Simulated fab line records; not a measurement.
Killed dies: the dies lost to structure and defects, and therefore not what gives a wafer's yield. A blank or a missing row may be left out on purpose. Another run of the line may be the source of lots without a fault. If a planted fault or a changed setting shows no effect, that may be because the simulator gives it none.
fab line records | flow n5_finfet
record: lots: 10 wafers: 30 last_day: 17
route steps=1938 shown BEOL_M1@834 BEOL_M2@859 BEOL_M4@1111 PASSIVATION@1936
lots untouched by any fault: they come from a run of this same line in which no faults occurred
start_h: hours from the record's opening day to when the first of the lot's shown wafers began | wait_h: hours elapsed since this lot's preceding step | " repeats the value in the row above | L1.1+2: one row covering several wafers at once | - no value present, or no start provided | * or withheld: withheld | < > ~ a bound
route shown NAME@n: NAME is a module with steps in the file, n the number in the route of the first one | usual: mean/standard deviation of fault-free wafers | same: alike in all rows | chamber/n: place in a boat | sites: readings site by site | _std_site: how widely they spread, as a standard deviation | _edge_site: mean of outer sites minus mean of inner sites | radius_mm: for every site, how far away it sits from the centre of the wafer | mask NAME#n: copy n | behind: tool/chamber where the wafer was last shaped | hold: reason for holding the lot/hours on hold/outcome of the hold | device: the transistor (n, p or np) that didn't switch | end of line: the tests these same wafers got at the end of their route | where a step has no rows: the recipe by itself | killed: dies that structure and defects cost at the first sort, which is not the same as the wafer's yield | map: shows each die of a wafer: x if killed, . if not, _ if none is there
set.NAME: the run value of the setting; set.NAME@STEP: its run value at that earlier step | model.NAME: the simulator's own value behind a step, which no gauge read
one table for each step of the route and one row for each wafer, over a sample of lots
services: from which hour (start_h, from the record's first day; less than 0 if before it) a tool's chamber was out of use, for how many hours, and why
== steps ==
step: N5_BEOL_M1_THK_MEAS_53
recipe: thk_meas_gauge: xrf reads: Cu_of_BEOL_M1_ECD_50
usual: M1_THK: 38.6/1.7
columns lot.wafer tool chamber start_h wait_h M1_THK[nm]
L637.1 film_metro-01 - 142.58 - 35.9
L637.2 " - " " 38.3
L637.4 " - " " 36.5
L638.1 film_metro-02 - 148.81 - 36.7
L638.4 " - " " 38.7
L638.6 " - " " 40.5
L639.1 film_metro-01 - 156.40 - 36.9
L639.3 " - " " 37.9
L639.5 " - " " 38.4
L643.1 film_metro-02 - 180.16 - 38.5
L643.3 " - " " 36.2
L643.6 " - " " 39.1
L644.2 film_metro-01 - 185.18 - 39.4
L644.5 " - " " 40.1
L644.6 " - " " 40.6
L650.1 film_metro-02 - 224.42 - 38.7
L650.2 " - " " 39.1
L650.6 " - " " 41.1
L654.1 film_metro-01 - 242.50 - 36.3
L654.4 " - " " 37.7
L654.6 " - " " 36.4
L655.3 film_metro-02 - 253.90 - 41.8
L655.5 " - " " 41.0
L655.6 " - " " 40.4
L656.3 film_metro-01 - 257.30 - 37.4
L656.5 " - " " 37.9
L656.6 " - " " 37.4
L658.3 film_metro-02 - 267.11 - 33.4
L658.4 " - " " 38.4
L658.5 " - " " 38.7
step: N5_BEOL_M1_CO_CAP_55
recipe: material: Co target_thk_a: 20 temp_c: 200 precursor: CCTBA/H2 pressure_torr: 30 time_s: 102.1
usual: heater_power_w: 237/35
columns lot.wafer tool chamber start_h wait_h heater_power_w
L637.1 cvd_co-02 0 142.66 0.0 253
L637.2 " 1 " " 215
L637.4 " 1 " " 216
L638.1 cvd_co-01 2 148.91 0.0 220
L638.4 " 0 " " 303
L638.6 " 2 " " 218
L639.1 cvd_co-02 0 156.47 0.0 252
L639.3 " 1 " " 214
L639.5 " 2 " " 200
L643.1 cvd_co-02 1 180.24 0.0 216
L643.3 " 2 " " 205
L643.6 " 2 " " 202
L644.2 cvd_co-01 0 185.31 0.0 311
L644.5 " 2 " " 213
L644.6 " 0 " " 299
L650.1 cvd_co-02 2 224.50 0.0 209
L650.2 " 1 " " 218
L650.6 " 2 " " 209
L654.1 cvd_co-02 2 242.71 0.0 207
L654.4 " 1 " " 211
L654.6 " 0 " " 246
L655.3 cvd_co-01 1 254.00 0.0 218
L655.5 " 0 " " 313
L655.6 " 1 " " 218
L656.3 cvd_co-01 2 257.37 0.0 227
L656.5 " 0 " " 315
L656.6 " 1 " " 218
L658.3 cvd_co-01 2 267.19 0.0 221
L658.4 " 1 " " 222
L658.5 " 0 " " 313
step: N5_BEOL_M2_ETCH_63
recipe: chemistry: CF4 target: SiARC target_depth_a: 156 mask_material: CAR-EUV time_s: 26 ion_energy_ev: 80 pressure_mtorr: 40 source_w: 545 bias_w: 36 Ar_flow_sccm: 100 cf4_flow_sccm: 100 ends: cleared
usual: drypump_motor_current_A: 5.7/0.43 etch_rf_on_time_s: 25.7/0.64 mfc_ar_sccm: 99.99/0.27 oes_product_au: 0.68/0.079 rf_vpp_V: 184.1/1.2 showerhead_plenum_p_Torr: 2.15/0.065 throttle_valve_pct: 15.66/0.25
columns lot.wafer tool chamber start_h wait_h drypump_motor_current_A etch_rf_on_time_s mfc_ar_sccm oes_product_au rf_hours_counter_h rf_vpp_V showerhead_plenum_p_Torr throttle_valve_pct
L637.1 rie_diel-06 0 143.65 0.0 5.8 26.2 100.26 0.61 205 183.0 2.12 15.56
L637.2 " 1 " " 5.4 25.9 100.28 0.60 191 184.2 2.21 15.91
L637.4 " 3 " " 4.9 26.5 99.56 0.80 8 183.9 2.10 15.67
L638.1 rie_diel-02 2 151.33 0.0 5.7 25.6 100.38 0.75 34 183.0 2.09 15.53
L638.4 " 3 " " 5.1 25.8 100.39 0.72 46 184.6 2.18 15.52
L638.6 " 0 " " 5.2 25.2 99.73 0.84 - 183.0 2.10 15.40
L639.1 rie_diel-06 3 159.26 0.0 4.9 26.9 100.06 0.77 13 183.8 2.10 15.65
L639.3 " 2 " " 5.4 25.7 99.54 0.79 20 184.6 2.27 15.18
L639.5 " 1 " " 5.3 26.4 100.14 0.59 - 185.0 2.21 15.91
L643.1 rie_diel-02 1 184.10 0.0 6.1 25.1 100.05 0.67 124 183.5 2.15 15.70
L643.3 " 2 " " 5.7 25.4 100.54 0.74 46 184.5 2.09 15.54
L643.6 " 0 " " 5.2 24.9 100.51 0.81 - 184.1 2.10 15.43
L644.2 rie_diel-03 2 187.89 0.0 5.5 26.3 99.77 0.65 135 184.7 2.23 15.68
L644.5 " 1 " " 6.2 24.9 100.04 0.61 - 184.3 2.13 16.15
L644.6 " 0 " " 5.4 26.0 99.88 0.60 - 182.8 2.03 15.74
L650.1 rie_diel-03 3 226.71 0.0 6.2 25.5 100.30 0.70 97 185.0 2.17 15.47
L650.2 " 2 " " 5.5 26.3 100.17 0.64 150 185.6 2.23 15.71
L650.6 " 1 " " 6.2 24.4 99.69 0.61 - 184.8 2.12 16.19
L654.1 rie_diel-06 0 245.47 0.0 5.8 26.6 100.27 0.59 236 184.7 2.11 15.60
L654.4 " 3 " " 5.0 26.8 100.26 0.73 38 183.2 2.09 15.71
L654.6 " 1 " " 5.3 26.3 99.61 0.58 - 184.5 2.20 15.96
L655.3 rie_diel-02 1 255.93 0.0 6.2 25.5 100.25 0.63 154 183.5 2.14 15.77
L655.5 " 1 " " 6.1 25.6 100.23 0.64 - 184.0 2.14 15.75
L655.6 " 0 " " 5.2 25.5 99.57 0.76 - 183.4 2.09 15.47
L656.3 rie_diel-03 1 259.96 0.0 6.2 24.5 99.83 0.84 3 184.0 2.12 15.74
L656.5 " 3 " " 6.2 25.2 99.63 0.69 - 184.1 2.16 15.51
L656.6 " 0 " " 5.4 24.7 100.13 0.84 - 186.9 2.28 15.29
L658.3 rie_diel-03 0 269.12 0.0 5.4 25.3 100.26 0.82 15 185.0 2.27 15.29
L658.4 " 3 " " 6.2 25.7 99.73 0.68 119 184.1 2.16 15.51
L658.5 " 1 " " 6.2 24.6 99.87 0.83 - 183.0 2.12 15.73
step: N5_BEOL_M2_COAT_68
recipe: resist: SiARC temp_c: 220 time_s: 60 spin_rpm: 1500 resist_thk_nm: 12
usual: spin_speed_rpm: 1500.2/0.82
columns lot.wafer tool chamber start_h wait_h spin_speed_rpm
L637.1 litho_track-03 0 144.11 - 1498.8
L637.2 " 0 " " 1500.0
L637.4 " 0 " " 1500.3
L638.1 litho_track-03 0 151.75 - 1499.7
L638.4 " 0 " " 1500.4
L638.6 " 0 " " 1500.5
L639.1 litho_track-05 0 159.68 - 1498.6
L639.3 " 0 " " 1500.6
L639.5 " 0 " " 1499.4
L643.1 litho_track-02 0 184.82 - 1499.3
L643.3 " 0 " " 1499.5
L643.6 " 0 " " 1499.3
L644.2 litho_track-03 0 188.34 - 1499.3
L644.5 " 0 " " 1499.5
L644.6 " 0 " " 1500.0
L650.1 litho_track-03 0 227.13 - 1500.7
L650.2 " 0 " " 1501.6
L650.6 " 0 " " 1501.1
L654.1 litho_track-03 0 245.94 - 1729.8
L654.4 " 0 " " 1728.6
L654.6 " 0 " " 1729.2
L655.3 litho_track-05 0 256.62 - 1499.6
L655.5 " 0 " " 1499.4
L655.6 " 0 " " 1499.9
L656.3 litho_track-03 0 260.40 - 1730.0
L656.5 " 0 " " 1730.5
L656.6 " 0 " " 1730.5
L658.3 litho_track-05 0 269.60 - 1500.2
L658.4 " 0 " " 1500.0
L658.5 " 0 " " 1499.8
step: N5_BEOL_M4_RC_MEAS_101
usual: DIBL_N: 36.8/2.1 DIBL_P: 37.1/2.2 IOFF_N: 0.18/0.037 IOFF_P: 0.23/0.041 ION_N: 682/13 ION_P: 467/8.6 SS_N: 71.7/0.61 SS_P: 73.5/0.6 VT_N: 248/3.4 VT_P: -249/3.5
columns lot.wafer tool chamber start_h wait_h DIBL_N[mV/V] DIBL_P[mV/V] IOFF_N[nA/um] IOFF_P[nA/um] ION_N[uA/um] ION_P[uA/um] SS_N[mV/dec] SS_P[mV/dec] VT_N[mV] VT_P[mV]
L638.1 prober-02 0 182.35 0.0 36.5 36.6 0.16 0.21 678 466 71.6 73.2 245 -252
L638.4 " 0 " " 36.7 36.8 0.17 0.21 674 460 71.4 73.2 249 -250
L638.6 " 0 " " 35.4 34.2 0.14 0.17 673 455 70.7 72.6 251 -252
L637.1 prober-01 0 182.89 0.0 33.7 35.1 0.12 0.17 662 457 70.5 72.7 252 -252
L637.2 " 0 " " 32.8 33.8 0.10 0.15 649 440 70.6 72.9 257 -256
L637.4 " 0 " " 34.0 34.8 0.12 0.16 662 452 70.7 72.3 253 -257
L639.1 prober-02 0 188.83 0.0 32.2 32.8 0.13 0.18 668 461 70.8 72.8 250 -250
L639.3 " 0 " " 32.3 32.7 0.13 0.18 678 466 70.5 72.8 253 -249
L639.5 " 0 " " 34.1 34.5 0.16 0.21 683 470 71.5 73.6 248 -250
L643.1 prober-02 0 214.09 0.0 38.2 36.8 0.18 0.22 670 460 72.3 73.4 246 -249
L643.3 " 0 " " 38.9 38.7 0.22 0.26 683 461 71.8 73.8 242 -247
L643.6 " 0 " " 39.4 37.6 0.21 0.22 666 452 72.5 73.1 247 -252
L644.2 prober-01 0 216.09 0.2 38.1 37.8 0.21 0.24 690 473 71.3 73.8 245 -247
L644.5 " 0 " " 37.7 37.0 0.20 0.24 691 479 72.4 73.3 244 -249
L644.6 " 0 " " 38.8 39.0 0.20 0.26 689 472 71.8 73.7 248 -248
L650.1 prober-02 0 261.03 0.0 36.6 37.9 0.17 0.22 674 456 72.2 73.4 246 -251
L650.2 " 0 " " 36.9 39.6 0.19 0.25 692 473 71.8 74.1 243 -247
L650.6 " 0 " " 35.4 36.9 0.15 0.20 673 465 71.9 74.0 248 -251
L654.1 prober-02 0 281.75 0.0 34.4 33.9 0.13 0.19 686 464 70.8 72.9 250 -247
L654.4 " 0 " " 35.2 34.6 0.15 0.20 679 471 71.1 72.9 246 -250
L654.6 " 0 " " 35.3 35.2 0.15 0.20 676 469 71.8 72.9 250 -249
L655.3 prober-02 0 294.77 0.3 38.5 39.1 0.22 0.26 699 473 71.3 75.0 245 -248
L655.5 " 0 " " 34.8 34.6 0.14 0.18 669 467 70.4 73.3 253 -249
L655.6 " 0 " " 36.3 36.2 0.18 0.21 696 472 70.7 73.9 247 -251
L656.3 prober-01 0 302.78 0.3 37.0 39.5 0.20 0.29 694 475 72.4 74.0 245 -242
L656.5 " 0 " " 37.0 39.3 0.19 0.29 685 476 71.6 73.7 247 -242
L656.6 " 0 " " 39.1 41.5 0.24 0.33 696 480 73.0 74.6 244 -242
L658.3 prober-01 0 306.84 0.3 36.3 35.6 0.15 0.20 679 466 71.5 73.2 249 -251
L658.4 " 0 " " 38.0 38.2 0.18 0.25 682 469 72.5 74.5 248 -249
L658.5 " 0 " " 37.9 38.1 0.18 0.24 688 469 71.8 73.6 249 -247
step: N5_PASSIVATION_PROBE_49
usual: defect_limited_yield: 91.0/1.4 killed_at_M0_to_M3: 35/10 killed_at_M4_up: 13/6 killed_at_contacts: 13/6.4 killed_at_front_end: 42/12 killed_at_other: 3.2/2.4 killed_dies: 107/17 killed_open: 69/13 killed_short: 33/7.3 sort_bin_5_function: 5.3/0.92 sort_bin_6_memory: 3.3/0.66 sort_bin_8_speed: 0.00/0.035 sort_n_pass: 1073/17 sort_yield_pct: 90.9/1.4
same: gross_dies: 1180 killed_at_back_side: 0 sort_bin_4_leakage[%]: 0
columns lot.wafer tool chamber start_h wait_h defect_limited_yield[%] killed_at_M0_to_M3 killed_at_M4_up killed_at_contacts killed_at_front_end killed_at_other killed_dies killed_open killed_short sort_bin_5_function[%] sort_bin_6_memory[%] sort_bin_8_speed[%] sort_n_pass sort_yield_pct[%]
L638.1 prober-01 - 283.23 0.0 90.9 36 26 4 36 5 107 70 34 5.0 3.7 0 1073 90.9
L638.4 prober-01 - 283.38 0.2 89.2 28 19 11 66 3 127 77 43 6.3 3.7 0 1053 89.2
L638.6 prober-01 - 283.48 0.3 91.9 33 21 4 36 1 95 67 22 4.9 2.8 0 1085 91.9
L639.1 prober-02 - 291.53 0.0 93.1 18 13 4 44 2 81 46 33 4.2 2.5 0 1099 93.1
L639.3 prober-02 - 291.63 0.1 91.4 11 11 29 47 4 102 60 34 4.8 3.2 0 1078 91.4
L639.5 prober-02 - 291.73 0.2 93.2 21 17 8 31 3 80 52 24 4.5 1.9 0 1100 93.2
L643.1 prober-01 - 318.02 0.0 91.8 22 11 19 38 7 97 63 27 5.1 2.8 0 1083 91.8
L643.3 prober-01 - 318.12 0.1 87.9 43 21 20 49 10 143 95 39 6.5 5.3 0 1037 87.9
L643.6 prober-01 - 318.27 0.3 92.4 38 18 7 26 1 90 56 33 4.7 2.6 0 1090 92.4
L644.2 prober-02 - 319.21 0.1 90.2 37 11 17 49 2 116 74 38 5.6 3.6 0 1064 90.2
L644.5 prober-02 - 319.36 0.2 89.7 45 10 8 56 2 121 81 33 7.3 2.7 0 1059 89.7
L644.6 prober-02 - 319.41 0.3 90.3 57 7 15 32 3 114 66 40 6.4 3.0 0 1066 90.3
L650.1 prober-01 - 366.99 0.0 90.5 26 17 7 58 4 112 75 34 6.6 2.5 0 1068 90.5
L650.2 prober-01 - 367.04 0.1 90.2 21 24 13 57 1 116 78 35 5.8 3.9 0 1064 90.2
L650.6 prober-01 - 367.24 0.3 89.1 36 14 12 64 3 129 87 31 5.8 4.4 0 1051 89.1
L655.3 prober-01 - 398.37 0.1 90.6 52 8 10 37 4 111 70 39 5.6 3.4 0 1069 90.6
L655.5 prober-01 - 398.47 0.2 93.1 31 15 10 18 7 81 50 31 3.6 2.8 0 1099 93.1
L655.6 prober-01 - 398.52 0.3 89.7 49 16 8 44 4 121 90 26 5.5 4.4 0 1059 89.7
L658.3 prober-01 - 411.02 0.1 91.6 35 8 12 43 1 99 66 28 4.4 3.6 0 1081 91.6
L658.4 prober-01 - 411.07 0.2 91.9 33 6 8 48 1 96 66 27 5.0 2.5 0 1084 91.9
L658.5 prober-01 - 411.12 0.2 90.3 32 2 22 52 6 114 76 35 6.4 3.1 0 1066 90.3
killed by level:class
L638.1 BEOL_M3:geometric_particle:open=11 BEOL_M0_SAQP:geometric_particle:short=10 FIN_SAQP:geometric_particle:open=9 BEOL_M4:geometric_particle:open=8 STI_FIN_REVEAL:geometric_particle:open=6 FIN_SAQP:geometric_particle:short=5 BEOL_M5:geometric_particle:open=5 MOL_CONTACT_COAG:geometric_particle:open=4
L638.4 FIN_SAQP:geometric_particle:open=12 MOL_CONTACT_COAG:geometric_particle:open=11 STI_FIN_REVEAL:geometric_particle:open=10 BEOL_M3:geometric_particle:open=10 BEOL_M4:geometric_particle:open=9 GATE_CUT:geometric_particle:short=8 FIN_SAQP:geometric_particle:short=7 BEOL_M0_SAQP:geometric_particle:short=6
L638.6 STI_FIN_REVEAL:geometric_particle:open=11 BEOL_M2:geometric_particle:open=11 BEOL_M4:geometric_particle:open=9 BEOL_M1:geometric_particle:open=6 GATE_CUT:geometric_particle:short=5 FIN_SAQP:geometric_particle:open=4 MOL_CONTACT_COAG:geometric_particle:open=4 BEOL_M2:geometric_particle:short=4
L639.1 FIN_SAQP:geometric_particle:short=15 FIN_SAQP:geometric_particle:open=8 STI_FIN_REVEAL:geometric_particle:open=7 MOL_CONTACT_COAG:geometric_particle:open=4 BEOL_M4:geometric_particle:open=4 BEOL_M0_SAQP:geometric_particle:short=3 BEOL_M0:geometric_particle:open=3 BEOL_M1:geometric_particle:short=3
L639.3 MOL_CONTACT_COAG:geometric_particle:open=25 FIN_SAQP:geometric_particle:short=11 FIN_SAQP:geometric_particle:open=6 STI_FIN_REVEAL:geometric_particle:open=4 PASS1_CAP:geometric_particle:short=4 STARTING-WAFER:geometric_particle:short=4 ILD0:geometric_particle:open=3 GATE_CUT:geometric_particle:open=3
L639.5 MOL_CONTACT_COAG:geometric_particle:open=7 FIN_SAQP:geometric_particle:short=6 FIN_SAQP:geometric_particle:open=5 STI_FIN_REVEAL:geometric_particle:open=5 BEOL_M3:geometric_particle:open=5 BEOL_M1:geometric_particle:open=4 GATE_CUT:geometric_particle:short=4 BEOL_M2:geometric_particle:open=4
L643.1 FIN_SAQP:geometric_particle:open=18 MOL_CONTACT_COAG:geometric_particle:open=14 FIN_SAQP:geometric_particle:short=6 BEOL_M3:geometric_particle:open=6 STI_FIN_REVEAL:geometric_particle:open=4 BEOL_M0_SAQP:geometric_particle:short=4 STARTING-WAFER:geometric_particle:short=4 MOL_CONTACT_COAG:geometric_particle:short=3
L643.3 FIN_SAQP:geometric_particle:open=13 MOL_CONTACT_COAG:geometric_particle:open=13 FIN_SAQP:geometric_particle:short=11 BEOL_M1:geometric_particle:open=9 BEOL_M4:geometric_particle:open=8 BEOL_M0:geometric_particle:open=6 BEOL_M2:geometric_particle:open=6 BEOL_M0_SAQP:geometric_particle:short=5
L643.6 BEOL_M0_SAQP:geometric_particle:short=11 BEOL_M0_SAQP:geometric_particle:open=8 BEOL_M3:geometric_particle:open=8 GATE_CUT:geometric_particle:open=6 MOL_CONTACT_COAG:geometric_particle:open=6 BEOL_M5:geometric_particle:open=5 BEOL_M4:geometric_particle:open=4 FIN_SAQP:geometric_particle:short=3
L644.2 MOL_CONTACT_COAG:geometric_particle:open=16 STI_FIN_REVEAL:geometric_particle:open=13 BEOL_M0_SAQP:geometric_particle:open=10 STI_FIN_REVEAL:geometric_particle:short=8 BEOL_M0_SAQP:geometric_particle:short=8 FIN_SAQP:geometric_particle:open=7 GATE_CUT:geometric_particle:short=5 BEOL_M3:geometric_particle:open=5
L644.5 BEOL_M0_SAQP:geometric_particle:open=11 STI_FIN_REVEAL:geometric_particle:open=11 FIN_SAQP:geometric_particle:open=10 DUMMY_GATE:geometric_particle:open=9 BEOL_M3:geometric_particle:open=9 BEOL_M2:geometric_particle:open=7 MOL_CONTACT_COAG:geometric_particle:open=6 FIN_SAQP:geometric_particle:short=5
L644.6 BEOL_M0_SAQP:geometric_particle:short=16 BEOL_M3:geometric_particle:open=16 BEOL_M0_SAQP:geometric_particle:open=10 BEOL_M2:geometric_particle:open=8 MOL_CONTACT_COAG:geometric_particle:open=7 FIN_SAQP:geometric_particle:open=6 STI_FIN_REVEAL:geometric_particle:open=5 FIN_SAQP:geometric_particle:short=4
L650.1 FIN_SAQP:geometric_particle:open=21 FIN_SAQP:geometric_particle:short=10 STI_FIN_REVEAL:geometric_particle:open=8 GATE_CUT:geometric_particle:short=7 BEOL_M4:geometric_particle:open=7 BEOL_M0_SAQP:geometric_particle:open=6 BEOL_M0_SAQP:geometric_particle:short=6 MOL_CONTACT_COAG:geometric_particle:open=5
L650.2 BEOL_M4:geometric_particle:open=17 FIN_SAQP:geometric_particle:short=14 FIN_SAQP:geometric_particle:open=11 MOL_CONTACT_COAG:geometric_particle:open=10 STI_FIN_REVEAL:geometric_particle:open=10 GATE_CUT:geometric_particle:short=7 BEOL_M0_SAQP:geometric_particle:open=6 BEOL_M0_SAQP:geometric_particle:short=5
L650.6 FIN_SAQP:geometric_particle:open=29 MOL_CONTACT_COAG:geometric_particle:open=11 BEOL_M0_SAQP:geometric_particle:short=10 BEOL_M4:geometric_particle:open=9 STI_FIN_REVEAL:geometric_particle:open=8 FIN_SAQP:geometric_particle:short=7 BEOL_M0_SAQP:geometric_particle:open=6 BEOL_M3:geometric_particle:open=6
L655.3 BEOL_M2:geometric_particle:open=17 FIN_SAQP:geometric_particle:short=10 BEOL_M0_SAQP:geometric_particle:open=9 STI_FIN_REVEAL:geometric_particle:open=9 BEOL_M1:geometric_particle:open=9 MOL_CONTACT_COAG:geometric_particle:open=7 BEOL_M1:geometric_particle:short=6 BEOL_M2:geometric_particle:short=6
L655.5 BEOL_M1:geometric_particle:open=11 MOL_CONTACT_COAG:geometric_particle:open=10 BEOL_M2:geometric_particle:open=6 BEOL_M4:geometric_particle:short=6 BEOL_M3:geometric_particle:open=5 BEOL_M0_SAQP:geometric_particle:short=4 FIN_SAQP:geometric_particle:short=3 DUMMY_GATE:geometric_particle:short=3
L655.6 BEOL_M1:geometric_particle:open=18 BEOL_M2:geometric_particle:open=16 STI_FIN_REVEAL:geometric_particle:open=14 FIN_SAQP:geometric_particle:open=7 MOL_CONTACT_COAG:geometric_particle:open=7 BEOL_M0_SAQP:geometric_particle:open=5 FIN_SAQP:geometric_particle:short=4 DUMMY_GATE:geometric_particle:open=4
L658.3 FIN_SAQP:geometric_particle:open=16 BEOL_M1:geometric_particle:open=12 MOL_CONTACT_COAG:geometric_particle:open=10 GATE_CUT:geometric_particle:short=5 BEOL_M0_SAQP:geometric_particle:open=5 BEOL_M0_SAQP:geometric_particle:short=5 STI_FIN_REVEAL:geometric_particle:open=4 DUMMY_GATE:geometric_particle:open=3
L658.4 STI_FIN_REVEAL:geometric_particle:open=10 BEOL_M0_SAQP:geometric_particle:open=9 FIN_SAQP:geometric_particle:open=8 BEOL_M1:geometric_particle:open=7 BEOL_M3:geometric_particle:open=7 ILD0:geometric_particle:open=5 BEOL_M0_SAQP:geometric_particle:short=5 FIN_SAQP:geometric_particle:short=4
L658.5 STI_FIN_REVEAL:geometric_particle:open=20 MOL_CONTACT_COAG:geometric_particle:open=17 BEOL_M0_SAQP:geometric_particle:short=9 FIN_SAQP:geometric_particle:short=6 BEOL_M0_SAQP:geometric_particle:open=6 BEOL_M3:geometric_particle:open=6 MOL_CONTACT_COAG:geometric_particle:short=5 STARTING-WAFER:geometric_particle:open=5
== services ==
columns tool chamber start_h hours kind
rie_diel-06 1 126.45 1.2 repair
cvd_co-01 - 168.74 6.0 pm
rie_diel-06 - 178.23 14.6 pm
litho_track-03 - 182.52 - consumable_replace:filter
rie_diel-06 2 210.88 4.2 repair
rie_diel-03 0 221.15 - clean
rie_diel-03 0 221.15 - consumable_replace:focus_ring
rie_diel-03 0 221.15 - consumable_replace:showerhead
rie_diel-03 0 221.15 18.5 scheduled_down
rie_diel-03 0 221.15 18.5 vent_cycle
cvd_co-01 - 222.89 3.0 repair
rie_diel-03 1 239.65 - clean
rie_diel-03 1 239.65 - consumable_replace:focus_ring
rie_diel-03 1 239.65 15.2 scheduled_down
rie_diel-03 1 239.65 15.2 vent_cycle
litho_track-03 - 241.81 - consumable_replace:filter
rie_diel-06 - 246.45 15.6 pm
== key ==
first_sign: step: N5_BEOL_M2_COAT_68 reading: spin_speed_rpm direction: up sigmas: 99+ usual: * struck: *
effect none on later readings
met_at N5_BEOL_M2_COAT_68
struck_lots L654,L656
not_acting_at N5_BEOL_M1_THK_MEAS_53,N5_BEOL_M1_CO_CAP_55,N5_BEOL_M2_ETCH_63
onset_between 227.13 245.94
fault: kind: process_parameter_drift tool: litho_track-03 chamber: - onset_h: 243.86 steps: N5_BEOL_M2_COAT_68 channel: spin_rpm offset: * shape: step end_h: 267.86 acts_in: * stated: *
